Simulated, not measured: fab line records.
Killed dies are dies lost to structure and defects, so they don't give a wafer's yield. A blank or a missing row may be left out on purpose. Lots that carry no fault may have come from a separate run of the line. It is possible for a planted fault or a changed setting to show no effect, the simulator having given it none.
fab line records	flow nand-harc
[record] lots = 13	wafers = 39	last-day = 32
route steps=1302 shown A_STAIRCASE@876 THIN_TSV@1261 END@1302
lots with no fault: from the same line, run without faults
start-h: hours from the record's opening day to when the first of the lot's shown wafers began	wait-h: hours since the lot's step before	" repeats the value in the row above	L1.1+2: a row that stands for several wafers	- no value present, or no start provided	* or withheld: withheld	< > ~ a bound
route shown NAME@n: names a module that has steps shown in the file, with the first one's number in the route	usual: mean and standard deviation over wafers with no fault	same: alike in all rows	chamber/n: place in a boat	sites: readings site by site	_std_site: their standard deviation	_edge_site: the outer-site mean with the inner-site mean subtracted	radius-mm: how far each site lies from the wafer's centre	mask NAME#n: copy n	behind: tool/chamber where the wafer was last shaped	hold: cause of the lot's hold/its duration in hours/its outcome	device: the n, p or np transistor that did not switch	end of line: the tests these same wafers got at the end of their route	where a step has no rows: the recipe by itself	killed: the dies lost at the first sort to structure and to defects; this is not the yield of the wafer	map: a wafer's dies, marking killed ones x, the rest . and places with no die _
set.NAME: the setting that was run; set.NAME@STEP: the one run at that earlier step	model.NAME: the simulator's own value behind a step, which no gauge read
a sample of lots followed through the steps of the route, with each step as a table and each wafer as a row
services: from which hour (start-h, from the record's first day; less than 0 if before it) a tool's chamber was out of use, for how many hours, and why
[[steps]]
[step NHARC_A_STAIRCASE_CMP_450]
[recipe] target-thk-nm = 200	material = SiO2
[usual] motor-current-A = 11.7/1.4
lot.wafer	tool	chamber	start-h	wait-h	motor-current-A
L565.3	cmp-04	1	409.48	-	12.4
L565.2	"	2	"	"	9.9
L565.6	"	3	"	"	14.2
L566.3	cmp-04	3	416.55	-	14.2
L566.6	"	2	"	"	9.9
L566.5	"	3	"	"	14.7
L567.4	cmp-04	1	439.79	-	12.0
L567.2	"	2	"	"	9.7
L567.5	"	1	"	"	11.5
L569.1	cmp-04	1	440.02	-	11.9
L569.4	"	0	"	"	11.5
L569.6	"	1	"	"	12.3
L576.3	cmp-02	0	515.02	-	13.0
L576.1	"	2	"	"	11.8
L576.6	"	0	"	"	12.5
L578.1	cmp-02	2	533.65	-	11.8
L578.3	"	0	"	"	13.5
L578.2	"	1	"	"	9.5
L579.4	cmp-01	1	546.28	-	11.4
L579.2	"	3	"	"	14.1
L579.5	"	1	"	"	11.8
L581.3	cmp-04	2	554.79	-	9.7
L581.4	"	3	"	"	15.2
L581.6	"	1	"	"	12.2
L584.3	cmp-02	3	619.68	-	10.9
L584.2	"	0	"	"	12.8
L584.4	"	1	"	"	10.3
L585.4	cmp-01	0	619.81	-	11.3
L585.6	"	1	"	"	11.5
L585.5	"	2	"	"	11.1
L587.2	cmp-02	2	627.92	-	11.5
L587.1	"	0	"	"	12.4
L587.4	"	1	"	"	9.7
L586.2	cmp-02	2	628.11	-	11.3
L586.4	"	1	"	"	10.2
L586.5	"	3	"	"	11.0
L588.3	cmp-02	2	637.43	-	11.6
L588.1	"	3	"	"	10.5
L588.2	"	0	"	"	12.7
[step NHARC_THIN_TSV_DESCUM_14]
[recipe] time-s = 3	o2-flow-sccm = 200	ar-flow-sccm = 0	bias-power-w = 0	chemistry = O2
[usual] drypump-motor-current-A = 5.5/0.35	oes-product-au = 0.997/0.0089	rf-vpp-V = 57.9/0.82	showerhead-plenum-p-Torr = 1.91/0.076	throttle-valve-pct = 11.310/0.0088
lot.wafer	tool	chamber	start-h	wait-h	drypump-motor-current-A	oes-product-au	rf-hours-counter-h	rf-vpp-V	showerhead-plenum-p-Torr	throttle-valve-pct
L565.2	rie-diel-03	1	551.08	-	5.2	0.985	6	59.2	2.03	11.311
L565.3	"	3	"	"	5.5	1.008	6	58.1	1.88	11.299
L565.6	"	3	"	"	5.5	1.004	-	57.1	1.88	11.313
L566.3	rie-diel-12	1	553.21	-	5.5	0.982	7	58.5	2.01	11.299
L566.6	"	3	"	"	5.9	0.991	-	57.8	2.00	11.313
L566.5	"	0	"	"	5.6	0.989	-	58.5	1.88	11.316
L567.2	rie-diel-03	1	554.41	-	5.2	0.988	7	58.2	2.03	11.308
L567.5	"	3	"	"	5.5	0.999	-	56.8	1.88	11.307
L567.4	"	1	"	"	5.2	0.986	-	57.5	2.03	11.315
L569.1	rie-diel-03	2	555.75	-	5.2	0.997	8	57.7	1.94	11.329
L569.6	"	2	"	"	5.2	0.997	-	58.0	1.94	11.314
L569.4	"	1	"	"	5.2	0.992	-	59.3	2.03	11.322
L576.3	rie-diel-03	3	629.22	-	5.5	1.001	0	57.3	1.88	11.306
L576.1	"	2	"	"	5.2	0.994	0	59.4	1.94	11.325
L576.6	"	0	"	"	5.4	0.975	-	59.1	1.99	11.303
L578.2	rie-diel-04	1	653.45	-	5.9	0.997	10	57.6	1.84	11.304
L578.3	"	2	"	"	5.7	1.011	9	58.9	1.82	11.316
L578.1	"	3	"	"	4.8	0.994	8	57.7	1.83	11.321
L579.2	rie-diel-03	0	659.45	-	5.3	0.977	4	58.4	1.99	11.308
L579.4	"	2	"	"	5.2	0.999	4	57.6	1.93	11.305
L579.5	"	0	"	"	5.3	0.992	-	57.6	1.99	11.313
L581.4	rie-diel-04	2	664.38	-	5.7	1.011	10	57.3	1.82	11.305
L581.3	"	1	"	"	6.0	0.993	11	58.2	1.84	11.304
L581.6	"	2	"	"	5.8	1.010	-	58.4	1.82	11.322
L585.4	rie-diel-04	1	724.74	-	6.0	1.003	2	59.6	1.84	11.315
L585.6	"	2	"	"	5.7	1.012	-	57.8	1.82	11.308
L585.5	"	3	"	"	4.8	0.993	-	58.0	1.83	11.304
L584.4	rie-diel-04	1	736.79	-	6.0	0.988	2	56.6	1.84	11.334
L584.3	"	2	"	"	5.7	1.013	2	57.4	1.82	11.326
L584.2	"	0	"	"	5.2	0.999	2	56.6	1.92	11.312
L587.2	rie-diel-12	2	741.00	-	5.8	1.001	8	58.6	2.02	11.321
L587.4	"	3	"	"	5.9	1.004	8	58.5	2.00	11.314
L587.1	"	0	"	"	5.6	1.000	8	57.4	1.87	11.297
L586.2	rie-diel-04	0	742.17	-	5.2	1.002	3	57.6	1.92	11.322
L586.4	"	1	"	"	5.9	0.998	3	58.2	1.84	11.308
L586.5	"	0	"	"	5.2	0.991	-	59.1	1.92	11.313
L588.3	rie-diel-03	3	748.46	-	5.5	0.998	6	59.3	1.88	11.318
L588.1	"	1	"	"	5.2	1.018	6	59.4	2.03	11.304
L588.2	"	2	"	"	5.2	0.984	5	59.1	1.93	11.297
[step NHARC_THIN_TSV_DEGAS_49]
[recipe] temp-c = 300	time-s = 120
[usual] heater-power-w = 449/49
lot.wafer	tool	chamber	start-h	wait-h	heater-power-w
L565.2	pvd-sputter-03	-	553.85	0.1	422
L565.3	"	-	"	"	417
L565.6	"	-	"	"	418
L566.3	pvd-sputter-02	-	555.86	0.1	423
L566.6	"	-	"	"	532
L566.5	"	-	"	"	519
L567.4	pvd-sputter-01	-	557.15	0.1	402
L567.2	"	-	"	"	514
L567.5	"	-	"	"	406
L569.4	pvd-sputter-03	-	558.50	0.1	421
L569.1	"	-	"	"	427
L569.6	"	-	"	"	406
L576.3	pvd-sputter-03	-	631.93	0.1	425
L576.1	"	-	"	"	497
L576.6	"	-	"	"	489
L578.1	pvd-sputter-02	-	656.19	0.1	541
L578.3	"	-	"	"	511
L578.2	"	-	"	"	433
L579.2	pvd-sputter-03	-	662.05	0.2	472
L579.4	"	-	"	"	424
L579.5	"	-	"	"	417
L581.4	pvd-sputter-01	-	666.97	0.1	415
L581.3	"	-	"	"	429
L581.6	"	-	"	"	507
L585.4	pvd-sputter-01	-	727.37	0.1	506
L585.5	"	-	"	"	373
L585.6	"	-	"	"	428
L584.3	pvd-sputter-03	-	739.40	0.1	423
L584.4	"	-	"	"	404
L584.2	"	-	"	"	499
L587.4	pvd-sputter-03	-	743.63	0.1	421
L587.1	"	-	"	"	482
L587.2	"	-	"	"	426
L586.2	pvd-sputter-02	-	744.77	0.1	431
L586.4	"	-	"	"	526
L586.5	"	-	"	"	443
L588.3	pvd-sputter-03	-	751.06	0.1	421
L588.1	"	-	"	"	495
L588.2	"	-	"	"	436
[step NHARC_THIN_TSV_PRE_CLEAN_50]
[recipe] time-s = 30	temp-c = 280	gas = H2/He
[usual] heater-power-w = 389/41
lot.wafer	tool	chamber	start-h	wait-h	heater-power-w
L565.3	pvd-sputter-03	-	-	-	376
L565.2	"	-	"	"	364
L565.6	"	-	"	"	358
L566.3	pvd-sputter-02	-	-	-	368
L566.6	"	-	"	"	357
L566.5	"	-	"	"	378
L567.4	pvd-sputter-01	-	-	-	350
L567.2	"	-	"	"	462
L567.5	"	-	"	"	354
L569.4	pvd-sputter-03	-	-	-	368
L569.1	"	-	"	"	428
L569.6	"	-	"	"	361
L576.3	pvd-sputter-03	-	-	-	375
L576.1	"	-	"	"	429
L576.6	"	-	"	"	368
L578.1	pvd-sputter-02	-	-	-	486
L578.3	"	-	"	"	454
L578.2	"	-	"	"	365
L579.4	pvd-sputter-03	-	-	-	371
L579.2	"	-	"	"	431
L579.5	"	-	"	"	358
L581.4	pvd-sputter-01	-	-	-	330
L581.3	"	-	"	"	384
L581.6	"	-	"	"	456
L585.4	pvd-sputter-01	-	-	-	329
L585.6	"	-	"	"	323
L585.5	"	-	"	"	383
L584.3	pvd-sputter-03	-	-	-	382
L584.2	"	-	"	"	376
L584.4	"	-	"	"	431
L587.1	pvd-sputter-03	-	-	-	378
L587.2	"	-	"	"	355
L587.4	"	-	"	"	430
L586.2	pvd-sputter-02	-	-	-	462
L586.4	"	-	"	"	387
L586.5	"	-	"	"	447
L588.1	pvd-sputter-03	-	-	-	421
L588.2	"	-	"	"	371
L588.3	"	-	"	"	361
[step NHARC_END_SORT_01]
[recipe] temp-c = 25
[usual] killed-at-array = 62/18	killed-at-other = 0.9/1.2	killed-at-periphery = 4.2/2.9	killed-dies = 67/17	killed-open = 3.6/1.9	killed-short = 2.5/1.6
[same] gross-dies = 677
lot.wafer	tool	chamber	start-h	wait-h	killed-at-array	killed-at-other	killed-at-periphery	killed-dies	killed-open	killed-short
L578.1	prober-01	0	666.95	2.5	71	0	7	78	2	3
L578.2	prober-01	0	667.75	2.8	80	0	7	87	3	2
L578.3	prober-01	0	668.56	3.1	335	0	4	339	2	1
// killed by level:class
L578.1 A_SLIT:chamber-film-flake=33 A_CHANNEL_HOLE_D1:chamber-film-flake=20 A_CONTACT:chamber-film-flake=7 P_BONDPAD:chamber-film-flake=5 A_STAIRCASE:chamber-film-flake=3 A_DECK1_JOINT:geometric-particle:open=1 A_DECK1_JOINT:geometric-particle:short=1 A_ONON_D2:geometric-particle:open=1
L578.2 A_SLIT:chamber-film-flake=30 A_CHANNEL_HOLE_D1:chamber-film-flake=28 A_STAIRCASE:chamber-film-flake=9 A_CONTACT:chamber-film-flake=6 P_BONDPAD:chamber-film-flake=5 A_CHANNEL_HOLE_D2:chamber-film-flake=2 P_CONTACT:geometric-particle:open=1 P_M0:geometric-particle:open=1
L578.3 A_STAIRCASE:unspecified=278 A_SLIT:chamber-film-flake=26 A_CHANNEL_HOLE_D1:chamber-film-flake=18 A_CONTACT:chamber-film-flake=6 A_STAIRCASE:chamber-film-flake=5 P_M0:geometric-particle:open=2 A_ONON_D2:geometric-particle:short=1 P_STI:chamber-film-flake=1
[[services]]
tool	chamber	start-h	hours	kind
pvd-sputter-02	-	388.84	2.0	repair
cmp-02	-	404.58	4.0	pm
pvd-sputter-02	-	432.39	1.7	repair
rie-diel-03	-	434.30	9.0	pm
pvd-sputter-02	-	436.00	10.0	pm
cmp-02	-	478.25	0.3	repair
cmp-02	-	482.53	2.2	repair
cmp-02	-	488.43	1.5	repair
pvd-sputter-03	-	502.00	10.0	pm
pvd-sputter-01	-	502.33	0.5	repair
cmp-02	-	502.58	4.0	pm
pvd-sputter-01	-	503.74	2.1	repair
rie-diel-03	3	512.88	5.9	repair
rie-diel-03	1	522.15	7.5	repair
pvd-sputter-02	-	526.57	0.9	repair
rie-diel-03	0	549.00	8.6	repair
pvd-sputter-01	-	558.46	10.0	pm
rie-diel-03	-	562.34	0.5	repair
pvd-sputter-01	-	580.10	1.5	repair
rie-diel-03	-	587.09	13.5	repair
cmp-02	-	600.58	4.0	pm
rie-diel-03	-	611.30	9.0	pm
pvd-sputter-02	-	614.00	10.0	pm
pvd-sputter-03	-	677.18	4.3	repair
[[key]]
[first-sign] step = NHARC_END_SORT_01	reading = killed-dies	direction = up	sigmas = 16	usual = 67	struck = 339
[effect] step = NHARC_END_SORT_01	reading = killed-at-array	direction = up	sigmas = 15	usual = 62	struck = 335
[more-kills-born-at] NHARC_A_STAIRCASE_CMP_450@cmp-02 = 278
met-at NHARC_A_STAIRCASE_CMP_450
struck-lots L578
struck-wafers L578.3
tester-left-out L578
not-acting-at NHARC_THIN_TSV_DESCUM_14,NHARC_THIN_TSV_DEGAS_49,NHARC_THIN_TSV_PRE_CLEAN_50
onset-between 515.02 533.65
[fault] kind = chamber-particle-source	tool = cmp-02	chamber = 0	onset-h = 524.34	steps = NHARC_A_STAIRCASE_CMP_450	rate-per-visit-cm2 = 0.56396	end-h = 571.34
// tester-left-out: of these lots the tester's yield and bins aren't shown, on N5 and GAA mostly nor the transistor test; their killed dies are dies lost to structure and defects alone, not to doping, threshold or leakage, so they don't give the yield
